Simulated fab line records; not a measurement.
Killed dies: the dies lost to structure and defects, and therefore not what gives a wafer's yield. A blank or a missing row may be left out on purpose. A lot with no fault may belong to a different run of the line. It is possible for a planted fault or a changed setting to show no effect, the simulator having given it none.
fab line records	flow n5-finfet
record: lots: 11	wafers: 31	last-day: 17
route steps=1938 shown BEOL_M7@1281 PASSIVATION@1936
lots with no fault: from the same line, run without faults
start-h: hours from the record's opening day to when the first of the lot's shown wafers began	wait-h: hours from the lot's prior step to this one	" identical to the entry in the row above	L1.1+2: a row that stands for several wafers	- either no value or no given start	* or withheld: withheld	< > ~ a bound
route shown NAME@n: a module of which the file shows steps, and the number in the route of the first	usual: the fault-free wafers' mean and standard deviation	same: alike in all rows	chamber/n: place in a boat	sites: each site's reading	_std_site: the values' standard deviation	_edge_site: the outer-site mean with the inner-site mean subtracted	radius-mm: for every site, how far away it sits from the centre of the wafer	mask NAME#n: copy n	behind: the most recent tool/chamber to have shaped the wafer	hold: reason for holding the lot/hours on hold/outcome of the hold	device: which transistor (n, p or np) failed to switch	end of line: tests of these same wafers at the route's end	step lacking rows: just its recipe	killed: dies lost to structure and defects at the first sort, not the wafer's yield	map: per-die view of a wafer (x killed, . not killed, _ where there is no die)
set.NAME: the setting the step ran with; set.NAME@STEP: the setting that earlier step ran with	model.NAME: the simulator's own value behind a step, which no gauge read
the route's steps for a sample of lots (tables are steps, rows are wafers)
services: the hour from which a tool's chamber was out of use, counted from the record's first day as start-h (under 0 if before that day), plus the number of hours and why
== steps ==
step: N5_BEOL_M7_ETCH_62
recipe: chemistry: N2/H2	target: SOC	target-depth-a: 1100	overetch-a: 220	mask-material: SiARC	temp-c: 40	time-s: 165	ion-energy-ev: 200	pressure-mtorr: 30	source-w: 840	bias-w: 150	n2-flow-sccm: 200	h2-flow-sccm: 200
usual: drypump-motor-current-A: 5.4/0.33	h2-flow-sccm: 200.0/0.65	oes-product-au: 0.68/0.065	rf-vpp-V: 524.9/2.6	showerhead-plenum-p-Torr: 2.58/0.096	throttle-valve-pct: 17.72/0.25
lot.wafer	tool	chamber	start-h	wait-h	drypump-motor-current-A	h2-flow-sccm	oes-product-au	rf-hours-counter-h	rf-vpp-V	showerhead-plenum-p-Torr	throttle-valve-pct
L361.1	rie-diel-04	3	213.02	0.0	5.2	200.7	0.79	9	528.7	2.72	17.40
L361.2	"	1	"	"	5.2	199.9	0.72	67	521.9	2.47	17.91
L361.5	"	1	"	"	5.2	199.3	0.72	-	522.5	2.47	17.91
L362.2	rie-diel-02	3	219.04	0.0	5.9	200.1	0.61	227	525.6	2.61	17.97
L362.3	"	2	"	"	6.0	199.5	0.62	175	520.6	2.43	17.97
L362.4	"	0	"	"	5.8	201.0	0.60	230	524.9	2.61	18.03
L365.2	rie-diel-04	0	240.12	0.0	5.0	201.0	0.61	212	526.3	2.63	17.87
L365.4	"	1	"	"	5.2	200.7	0.70	76	522.8	2.46	17.93
L365.6	"	3	"	"	5.2	199.3	0.77	-	529.6	2.71	17.42
L366.1	rie-diel-01	2	248.22	0.0	5.4	199.6	0.70	62	521.7	2.48	17.38
L366.2	"	1	"	"	5.8	200.9	0.60	232	522.5	2.51	18.33
L366.4	"	3	"	"	5.3	199.5	0.79	14	523.9	2.49	17.45
L371.3	rie-diel-04	3	271.40	0.0	5.2	200.5	0.75	26	528.7	2.71	17.43
L371.4	"	2	"	"	5.5	200.5	0.63	189	526.4	2.64	17.81
L371.5	"	3	"	"	5.2	200.6	0.76	-	528.1	2.71	17.44
L374.2	rie-diel-04	3	293.18	0.0	5.2	200.4	0.75	33	528.5	2.71	17.45
L374.4	"	2	"	"	5.5	200.3	0.62	197	526.6	2.63	17.84
L374.5	"	0	"	"	5.0	200.5	0.61	-	525.6	2.63	17.90
L373.1	rie-diel-02	1	300.99	0.0	5.7	199.6	0.74	50	527.7	2.68	17.55
L373.2	"	2	"	"	6.1	200.5	0.61	198	520.2	2.42	18.01
L373.5	"	2	"	"	6.0	199.7	0.62	-	521.4	2.43	18.01
L375.1	rie-diel-04	2	301.32	0.0	5.5	200.6	0.62	199	526.6	2.63	17.84
L375.5	"	2	"	"	5.5	199.8	0.63	-	525.5	2.63	17.83
L375.6	"	3	"	"	5.2	200.2	0.74	-	528.0	2.71	17.45
L376.1	rie-diel-01	1	309.95	0.0	5.8	200.6	0.59	253	523.1	2.50	18.35
L376.2	"	2	"	"	5.3	201.0	0.69	78	522.1	2.47	17.42
L376.5	"	1	"	"	5.8	200.0	0.59	-	523.3	2.50	18.37
L378.1	rie-diel-01	0	330.74	0.0	5.9	200.2	0.67	111	523.4	2.55	17.47
L378.4	"	3	"	"	5.3	199.7	0.74	-	522.0	2.48	17.51
L381.1	rie-diel-02	2	334.58	0.0	6.0	199.5	0.60	212	520.1	2.42	18.04
L381.2	"	1	"	"	5.7	199.2	0.73	64	528.4	2.68	17.56
step: N5_BEOL_M7_STRIP_19
recipe: chemistry: O2	power-w: 400	temp-c: 40	pressure-mtorr: 30	rf-frequency-hz: 6e+07	bias-power-w: 0	overash-fraction: 0.2	o2-flow-sccm: 225
usual: drypump-motor-current-A: 5.5/0.32	oes-product-au: 0.80/0.086	rf-vpp-V: 3.6/0.61	showerhead-plenum-p-Torr: 2.11/0.075	throttle-valve-pct: 16.57/0.27
lot.wafer	tool	chamber	start-h	wait-h	drypump-motor-current-A	oes-product-au	rf-hours-counter-h	rf-vpp-V	showerhead-plenum-p-Torr	throttle-valve-pct
L361.1	rie-diel-04	2	213.32	0.1	5.5	0.76	173	4.1	2.18	16.68
L361.2	"	0	"	"	4.9	0.72	204	3.2	2.17	16.76
L361.5	"	3	"	"	5.2	0.96	-	1.9	2.23	16.20
L362.2	rie-diel-04	3	219.34	0.1	5.2	0.93	11	4.2	2.23	16.17
L362.3	"	2	"	"	5.5	0.75	175	4.0	2.18	16.69
L362.4	"	1	"	"	5.2	0.85	69	3.5	2.03	16.74
L365.2	rie-diel-01	2	240.45	0.1	5.4	0.84	59	3.7	2.04	16.22
L365.4	"	3	"	"	5.3	0.94	11	3.0	2.06	16.35
L365.6	"	2	"	"	5.4	0.83	-	5.1	2.04	16.21
L366.1	rie-diel-02	2	248.53	0.1	6.0	0.72	184	3.3	1.99	16.62
L366.2	"	0	"	"	5.8	0.69	237	5.0	2.15	16.83
L366.4	"	3	"	"	5.9	0.70	235	4.2	2.16	16.86
L371.3	rie-diel-01	3	271.84	0.2	5.3	0.91	23	3.9	2.06	16.39
L371.4	"	0	"	"	5.9	0.80	93	3.3	2.12	16.34
L371.5	"	0	"	"	5.9	0.80	-	3.4	2.12	16.34
L374.2	rie-diel-04	1	293.60	0.1	5.3	0.83	91	4.7	2.03	16.76
L374.4	"	2	"	"	5.5	0.73	197	3.9	2.17	16.73
L374.5	"	3	"	"	5.2	0.89	-	3.7	2.23	16.23
L373.1	rie-diel-02	1	301.30	0.1	5.7	0.89	50	3.5	2.22	16.45
L373.2	"	2	"	"	6.0	0.71	198	3.7	1.99	16.65
L373.5	"	3	"	"	5.9	0.68	-	3.8	2.15	16.87
L375.1	rie-diel-02	2	301.61	0.1	6.0	0.71	198	4.6	1.99	16.65
L375.5	"	1	"	"	5.7	0.87	-	4.3	2.22	16.48
L375.6	"	2	"	"	6.0	0.71	-	2.9	1.99	16.66
L376.1	rie-diel-04	1	310.46	0.3	5.2	0.82	95	3.7	2.02	16.79
L376.2	"	3	"	"	5.1	0.87	38	3.5	2.22	16.25
L376.5	"	1	"	"	5.2	0.82	-	4.2	2.02	16.78
L378.1	rie-diel-04	2	331.05	0.1	5.5	0.72	207	4.4	2.17	16.74
L378.4	"	1	"	"	5.2	0.80	100	2.8	2.02	16.79
L381.1	rie-diel-01	2	334.91	0.1	5.4	0.80	88	2.9	2.03	16.29
L381.2	"	0	"	"	5.9	0.78	113	4.1	2.11	16.39
step: N5_BEOL_M7_ETCH_66
recipe: chemistry: N2/H2	target: SOC	target-depth-a: 800	overetch-a: 160	mask-material: SiARC	temp-c: 40	time-s: 120	ion-energy-ev: 200	pressure-mtorr: 30	source-w: 840	bias-w: 150	n2-flow-sccm: 200	h2-flow-sccm: 200
usual: drypump-motor-current-A: 5.5/0.34	h2-flow-sccm: 199.9/0.61	oes-product-au: 0.60/0.061	rf-vpp-V: 524.6/2.7	run-length-s: 143.5/0.41	showerhead-plenum-p-Torr: 2.57/0.094	throttle-valve-pct: 17.76/0.27
lot.wafer	tool	chamber	start-h	wait-h	drypump-motor-current-A	h2-flow-sccm	oes-product-au	rf-hours-counter-h	rf-vpp-V	run-length-s	showerhead-plenum-p-Torr	throttle-valve-pct
L361.1	rie-diel-02	1	216.20	0.0	5.7	199.4	0.71	26	527.8	143.5	2.69	17.49
L361.2	"	2	"	"	6.0	200.4	0.56	174	522.0	144.1	2.43	17.95
L361.5	"	3	"	"	5.9	200.3	0.54	-	525.5	143.7	2.61	17.95
L362.2	rie-diel-01	2	220.45	0.0	5.3	200.9	0.64	53	520.7	143.4	2.48	17.34
L362.3	"	0	"	"	5.9	199.5	0.63	76	523.5	144.1	2.57	17.41
L362.4	"	1	"	"	5.8	200.2	0.54	223	522.1	144.6	2.51	18.30
L365.2	rie-diel-04	1	241.76	0.0	5.2	199.8	0.64	76	520.9	143.3	2.46	17.90
L365.4	"	0	"	"	4.9	200.4	0.55	212	524.8	143.4	2.63	17.87
L365.6	"	3	"	"	5.2	200.3	0.69	-	530.0	143.0	2.72	17.40
L366.1	rie-diel-01	3	253.01	0.0	5.3	200.1	0.70	16	522.9	143.4	2.49	17.45
L366.2	"	1	"	"	5.8	199.9	0.54	234	522.6	144.5	2.51	18.33
L366.4	"	0	"	"	5.8	199.6	0.62	86	524.4	144.2	2.57	17.42
L371.3	rie-diel-01	0	272.88	0.0	5.9	199.2	0.61	93	524.7	144.4	2.56	17.45
L371.4	"	2	"	"	5.4	200.1	0.63	67	520.8	143.2	2.47	17.37
L371.5	"	1	"	"	5.8	199.7	0.54	-	523.6	144.0	2.50	18.33
L374.2	rie-diel-04	3	295.17	0.0	5.2	199.7	0.66	34	527.9	143.0	2.71	17.44
L374.4	"	1	"	"	5.2	200.6	0.63	91	523.3	143.5	2.46	17.96
L374.5	"	2	"	"	5.5	200.0	0.56	-	525.6	143.4	2.63	17.82
L373.1	rie-diel-04	3	303.17	0.0	5.2	200.3	0.66	36	526.6	143.4	2.71	17.45
L373.2	"	2	"	"	5.5	200.0	0.56	200	525.2	143.5	2.63	17.84
L373.5	"	1	"	"	5.2	199.3	0.63	-	520.9	143.2	2.45	17.95
L375.1	rie-diel-04	3	303.57	0.0	5.1	199.3	0.71	36	528.4	135.7	2.71	17.45
L375.5	"	3	"	"	5.2	199.7	0.67	-	528.0	143.6	2.71	17.44
L375.6	"	0	"	"	5.0	200.3	0.54	-	525.7	143.4	2.63	17.91
L376.1	rie-diel-02	2	311.90	0.0	6.0	199.3	0.54	202	521.1	144.3	2.42	17.99
L376.2	"	1	"	"	5.7	199.6	0.67	53	528.2	143.2	2.68	17.54
L376.5	"	3	"	"	5.9	199.2	0.53	-	524.5	143.3	2.60	17.97
L378.1	rie-diel-04	2	331.77	0.0	5.5	201.3	0.59	207	526.1	135.6	2.63	17.84
L378.4	"	3	"	"	5.2	199.1	0.66	44	527.4	142.9	2.70	17.47
L381.1	rie-diel-04	2	337.59	0.0	5.5	200.2	0.59	209	525.7	136.1	2.63	17.85
L381.2	"	1	"	"	5.2	200.4	0.66	102	521.1	136.3	2.45	17.95
step: N5_BEOL_M7_OCD_MEAS_38
usual: trench-depth-nm: 93.5/1.8
lot.wafer	tool	chamber	start-h	wait-h	trench-depth-nm
L361.1	ocd-02	-	216.55	-	96.0
L361.2	"	-	"	"	93.5
L361.5	"	-	"	"	92.3
L362.2	ocd-01	-	220.80	-	95.5
L362.3	"	-	"	"	93.7
L362.4	"	-	"	"	93.2
L365.2	ocd-01	-	242.11	-	96.0
L365.4	"	-	"	"	92.2
L365.6	"	-	"	"	96.7
L366.1	ocd-02	-	253.36	-	95.3
L366.2	"	-	"	"	92.3
L366.4	"	-	"	"	93.1
L371.3	ocd-02	-	273.23	-	92.9
L371.4	"	-	"	"	93.9
L371.5	"	-	"	"	91.3
L374.2	ocd-01	-	295.53	-	94.3
L374.4	"	-	"	"	94.5
L374.5	"	-	"	"	92.7
L373.1	ocd-01	-	303.52	-	95.7
L373.2	"	-	"	"	92.6
L373.5	"	-	"	"	94.6
L375.1	ocd-02	-	303.92	-	93.3
L375.5	"	-	"	"	95.0
L375.6	"	-	"	"	90.2
L376.1	ocd-02	-	312.25	-	93.6
L376.2	"	-	"	"	95.1
L376.5	"	-	"	"	90.6
L378.1	ocd-01	-	332.12	-	94.1
L378.4	"	-	"	"	95.4
L381.1	ocd-01	-	337.94	-	93.7
L381.2	"	-	"	"	95.8
step: N5_PASSIVATION_PROBE_49
usual: defect-limited-yield: 91.1/1.5	killed_at_M0_to_M3: 35/9.5	killed_at_M4_up: 13/5.2	killed-at-contacts: 12/6.1	killed-at-front-end: 41/14	killed-at-other: 3.8/2.9	killed-dies: 105/17	killed-open: 70/13	killed-short: 33/8.4	sort_bin_5_function: 5.1/0.97	sort_bin_6_memory: 3.4/0.69	sort-n-pass: 1075/17	sort-yield-pct: 91.1/1.5
same: gross-dies: 1180	killed-at-back-side: 0	sort_bin_4_leakage[%]: 0	sort_bin_8_speed[%]: 0
lot.wafer	tool	chamber	start-h	wait-h	defect-limited-yield[%]	killed_at_M0_to_M3	killed_at_M4_up	killed-at-contacts	killed-at-front-end	killed-at-other	killed-dies	killed-open	killed-short	sort_bin_5_function[%]	sort_bin_6_memory[%]	sort-n-pass	sort-yield-pct[%]
L361.1	prober-01	-	292.76	0.0	90.1	65	16	7	24	5	117	73	44	6.4	3.1	1063	90.1
L361.2	prober-01	-	292.81	0.1	91.0	57	15	6	24	4	106	68	38	5.3	3.1	1074	91.0
L361.5	prober-01	-	292.96	0.2	90.7	47	9	8	39	7	110	82	28	4.6	4.6	1070	90.7
L374.2	prober-01	-	369.49	0.1	91.3	22	19	11	51	0	103	71	28	4.9	3.4	1077	91.3
L374.4	prober-01	-	369.59	0.2	91.2	37	24	3	38	2	104	74	29	5.3	3.2	1076	91.2
L374.5	prober-01	-	369.64	0.2	91.9	18	14	12	43	8	95	61	32	4.9	3.1	1085	91.9
L375.1	prober-02	-	379.18	0.0	90.3	28	20	6	59	2	115	74	39	5.0	4.1	1065	90.3
L375.5	prober-02	-	379.38	0.2	91.4	26	8	17	47	4	102	69	31	5.4	3.1	1078	91.4
L375.6	prober-02	-	379.43	0.3	93.8	22	14	8	26	3	73	55	17	3.1	2.7	1107	93.8
killed by level:class
L361.1 BEOL_M0_SAQP:geometric-particle:open=18 BEOL_M0_SAQP:geometric-particle:short=16 BEOL_M2:geometric-particle:open=9 FIN_SAQP:geometric-particle:open=8 BEOL_M1:geometric-particle:open=7 BEOL_M4:geometric-particle:open=7 MOL_CONTACT_COAG:geometric-particle:open=4 BEOL_M3:geometric-particle:open=4
L361.2 BEOL_M0_SAQP:geometric-particle:short=14 BEOL_M0_SAQP:geometric-particle:open=11 BEOL_M2:geometric-particle:open=8 BEOL_M4:geometric-particle:open=8 BEOL_M3:geometric-particle:open=7 FIN_SAQP:geometric-particle:short=6 MOL_CONTACT_COAG:geometric-particle:open=6 STI_FIN_REVEAL:geometric-particle:open=5
L361.5 BEOL_M0_SAQP:geometric-particle:open=13 BEOL_M3:geometric-particle:open=10 FIN_SAQP:geometric-particle:open=9 MOL_CONTACT_COAG:geometric-particle:open=8 BEOL_M1:geometric-particle:open=8 BEOL_M0_SAQP:geometric-particle:short=7 DUMMY_GATE:geometric-particle:open=6 FIN_SAQP:geometric-particle:short=5
L374.2 FIN_SAQP:geometric-particle:open=23 MOL_CONTACT_COAG:geometric-particle:open=10 FIN_SAQP:geometric-particle:short=9 BEOL_M4:geometric-particle:open=8 BEOL_M6:geometric-particle:open=5 BEOL_M0_SAQP:geometric-particle:short=5 BEOL_M0_SAQP:geometric-particle:open=5 BEOL_M3:geometric-particle:open=4
L374.4 BEOL_M4:geometric-particle:open=11 STI_FIN_REVEAL:geometric-particle:open=8 BEOL_M0_SAQP:geometric-particle:open=8 BEOL_M3:geometric-particle:open=8 FIN_SAQP:geometric-particle:open=6 BEOL_M0_SAQP:geometric-particle:short=6 BEOL_M3:geometric-particle:short=6 STARTING-WAFER:geometric-particle:short=6
L374.5 DUMMY_GATE:geometric-particle:open=10 FIN_SAQP:geometric-particle:open=9 MOL_CONTACT_COAG:geometric-particle:open=8 STI_FIN_REVEAL:geometric-particle:open=7 BEOL_M0_SAQP:geometric-particle:short=7 BEOL_M4:geometric-particle:open=5 GATE_CUT:geometric-particle:short=4 MOL_CONTACT_COAG:geometric-particle:short=4
L375.1 STI_FIN_REVEAL:geometric-particle:open=20 FIN_SAQP:geometric-particle:open=10 BEOL_M0_SAQP:geometric-particle:open=8 BEOL_M0_SAQP:geometric-particle:short=8 BEOL_M4:geometric-particle:open=7 BEOL_M4:geometric-particle:short=6 FIN_SAQP:geometric-particle:short=5 BEOL_M3:geometric-particle:open=5
L375.5 MOL_CONTACT_COAG:geometric-particle:open=14 FIN_SAQP:geometric-particle:open=13 DUMMY_GATE:geometric-particle:open=7 STI_FIN_REVEAL:geometric-particle:open=6 BEOL_M0_SAQP:geometric-particle:short=6 FIN_SAQP:geometric-particle:short=5 GATE_CUT:geometric-particle:open=4 BEOL_M0_SAQP:geometric-particle:open=4
L375.6 BEOL_M2:geometric-particle:open=9 FIN_SAQP:geometric-particle:open=7 MOL_CONTACT_COAG:geometric-particle:open=7 STI_FIN_REVEAL:geometric-particle:open=6 GATE_CUT:geometric-particle:open=6 BEOL_M0_SAQP:geometric-particle:short=4 BEOL_M4:geometric-particle:open=4 BEOL_M0_SAQP:geometric-particle:open=3
== services ==
tool	chamber	start-h	hours	kind
rie-diel-01	-	196.89	8.3	repair
rie-diel-01	2	258.46	12.2	repair
rie-diel-02	0	296.99	-	clean
rie-diel-02	0	296.99	-	consumable-replace:focus-ring
rie-diel-02	0	296.99	19.5	scheduled-down
rie-diel-02	0	296.99	19.5	vent-cycle
rie-diel-02	3	316.53	-	clean
rie-diel-02	3	316.53	-	consumable-replace:focus-ring
rie-diel-02	3	316.53	36.0	scheduled-down
rie-diel-02	3	316.53	36.0	vent-cycle
rie-diel-01	1	323.28	2.4	repair
rie-diel-01	1	325.83	-	clean
rie-diel-01	1	325.83	-	consumable-replace:focus-ring
rie-diel-01	1	325.83	22.3	scheduled-down
rie-diel-01	1	325.83	22.3	vent-cycle
== key ==
first-sign: step: N5_BEOL_M7_ETCH_66	reading: run-length-s	direction: down	sigmas: 18	usual: *	struck: *
effect none on later readings
met-at N5_BEOL_M7_ETCH_66
struck-lots L375,L378,L381
struck-wafers L375.1,L378.1,L381.1,L381.2
not-acting-at N5_BEOL_M7_ETCH_62,N5_BEOL_M7_STRIP_19,N5_BEOL_M7_OCD_MEAS_38
onset-between 303.17 303.57
fault: kind: process-parameter-drift	tool: rie-diel-04	chamber: -	onset-h: 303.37	steps: N5_BEOL_M7_ETCH_66	channel: time-s	offset: *	shape: step	end-h: 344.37	scope: struck-wafers-only	acts-in: *	stated: *
